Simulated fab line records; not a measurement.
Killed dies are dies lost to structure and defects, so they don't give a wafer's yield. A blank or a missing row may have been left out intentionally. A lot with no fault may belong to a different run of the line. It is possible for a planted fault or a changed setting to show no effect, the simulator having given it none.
Chamber matching / flow n5-finfet / N5_BEOL_M6_ILD_DEP_00 on pecvd-02: 3 sister chambers
The step deposits SiCOH lowk from DEMS/porogen, target thk 179.75 nm, time 33.4 s. 3 wafers are shown with their chamber, then 11 later ones without.

WAFERS WITH THEIR CHAMBER
wafer=L087.5; chamber=0; throttle-valve-pct (%)=14.8
wafer=L088.5; chamber=1; throttle-valve-pct (%)=14.8
wafer=L092.2; chamber=2; throttle-valve-pct (%)=13.7

WAFERS WITH NO CHAMBER GIVEN
wafer=L092.3; throttle-valve-pct (%)=15.0
wafer=L092.5; throttle-valve-pct (%)=13.5
wafer=L095.1; throttle-valve-pct (%)=13.4
wafer=L095.3; throttle-valve-pct (%)=14.9
wafer=L095.4; throttle-valve-pct (%)=14.9
wafer=L097.1; throttle-valve-pct (%)=13.5
wafer=L097.2; throttle-valve-pct (%)=15.1
wafer=L097.3; throttle-valve-pct (%)=14.7
wafer=L097.4; throttle-valve-pct (%)=15.0
wafer=L097.5; throttle-valve-pct (%)=14.7
wafer=L097.6; throttle-valve-pct (%)=13.5

WHICH CHAMBER EACH WENT THROUGH
wafer=L092.3; from the rows above=can't be placed: 0 or 1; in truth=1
wafer=L092.5; from the rows above=2; in truth=2
wafer=L095.1; from the rows above=2; in truth=2
wafer=L095.3; from the rows above=can't be placed: 0 or 1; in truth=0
wafer=L095.4; from the rows above=can't be placed: 0 or 1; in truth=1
wafer=L097.1; from the rows above=2; in truth=2
wafer=L097.2; from the rows above=can't be placed: 0 or 1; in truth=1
wafer=L097.3; from the rows above=can't be placed: 0 or 1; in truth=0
wafer=L097.4; from the rows above=can't be placed: 0 or 1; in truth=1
wafer=L097.5; from the rows above=can't be placed: 0 or 1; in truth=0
wafer=L097.6; from the rows above=2; in truth=2
Placed correctly: 4 of 11. These rows do not allow placing 7 (true chamber among the candidates in 7). Placed wrongly: 0.
How it was worked out, from the rows above alone: a wafer's distance from a chamber is the root of the sum, over the readings, of the square of ((its reading less the chamber's mean) divided by the reading's scatter). The wafer belongs to the nearest chamber; if the next one is less than 2 further off, it can't be placed. Each chamber's mean is taken over the wafers shown for it. The scatter: with one shown wafer a chamber, the root of the mean of the squares of how far each hidden wafer lies from its nearest shown one.
